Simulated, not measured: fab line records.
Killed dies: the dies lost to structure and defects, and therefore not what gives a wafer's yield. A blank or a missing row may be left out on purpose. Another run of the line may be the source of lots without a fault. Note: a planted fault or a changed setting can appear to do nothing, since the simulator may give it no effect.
One fault through the eyes of 2 desks | flow nand-harc | only its own numbers are on each desk; what lay behind them is given at the end

## AT THE METROLOGY DESK
What the gauges read for every lot (on any tool): the sampled wafers with a number, averaged. Marked OUT: a lot whose mean sits more than 4 standard deviations from the usual mean, which makes it out of limits; the brackets give that distance.
Columns: A = thk-nm at NHARC_A_ONON_D2_THK_MEAS_18, usual 1000 nm; B = cd-nm at NHARC_A_CHANNEL_HOLE_D2_CD_MEAS_10, usual 99.9 nm
lot  | first seen here | A    | B
L844 | day 12 22:31    | 994  | 99.3
L848 | day 14 06:57    | 1003 | 100.3
L851 | day 15 16:26    | 1003 | 100.4
L850 | day 15 16:26    | 989  | 99.8
L854 | day 17 04:12    | 1001 | 99.6
L857 | day 18 14:56    | 1009 | 100.1
L860 | day 19 11:25    | 979  | 99.9
L862 | day 20 16:27    | 995  | 97.9
L863 | day 20 16:27    | 1017 | 97.7 (-4.2) OUT
L865 | day 21 22:20    | 996  | 100.3
L866 | day 21 22:34    | 988  | 99.2
Finding of this desk: L863 out of limits; the first was L863 at day 20 22:35, on cd-nm at NHARC_A_CHANNEL_HOLE_D2_CD_MEAS_10. L844, L848, L851, L850, L854, L857, L860, L862, L865, L866 stayed within limits.

## THE TOOL OWNER'S DESK: arfi-scanner-02
The tool's own readings at NHARC_A_CHANNEL_HOLE_D2_EXPOSE_07 (exposes mask HOLE D2, target cd 100 nm): means of the sampled wafers that have a number, for each lot that ran on this tool. Marked OUT: a lot whose mean sits more than 4 standard deviations from the usual mean, which makes it out of limits; the brackets give that distance.
Columns: A = exposure-dose-mJ-cm2 at NHARC_A_CHANNEL_HOLE_D2_EXPOSE_07, usual 59.65
lot  | first seen here | A
L848 | day 14 12:20    | 59.58
L850 | day 15 22:10    | 59.58
L854 | day 17 11:08    | 59.68
L863 | day 20 22:26    | 56.98 (-42) OUT
L862 | day 20 23:53    | 57.44 (-35) OUT
Finding of this desk: L862, L863 out of limits; the first was L863 at day 20 22:26, on exposure-dose-mJ-cm2 at NHARC_A_CHANNEL_HOLE_D2_EXPOSE_07. L848, L850, L854 stayed within limits.

## ALL TOGETHER
At day 20 22:26, on L862, L863, the tool owner's desk was in a position to raise an alarm.
On L863, the metrology desk was in a position to raise an alarm at day 20 22:35.
The metrology desk holds a record of L862, inside its limits.
NHARC_A_CHANNEL_HOLE_D2_EXPOSE_07 was run on arfi-scanner-02 by each of the lots named.

## WHAT WAS PUT IN BY THE SIMULATOR
Process parameters drifting: arfi-scanner-02 at NHARC_A_CHANNEL_HOLE_D2_EXPOSE_07, beginning at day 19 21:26. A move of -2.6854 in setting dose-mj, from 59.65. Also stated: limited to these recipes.
Shown lots that were struck: L862, L863.
Hours from the fault's start to each desk's first reading out of limits: the tool owner's desk, 25; the metrology desk, 25.
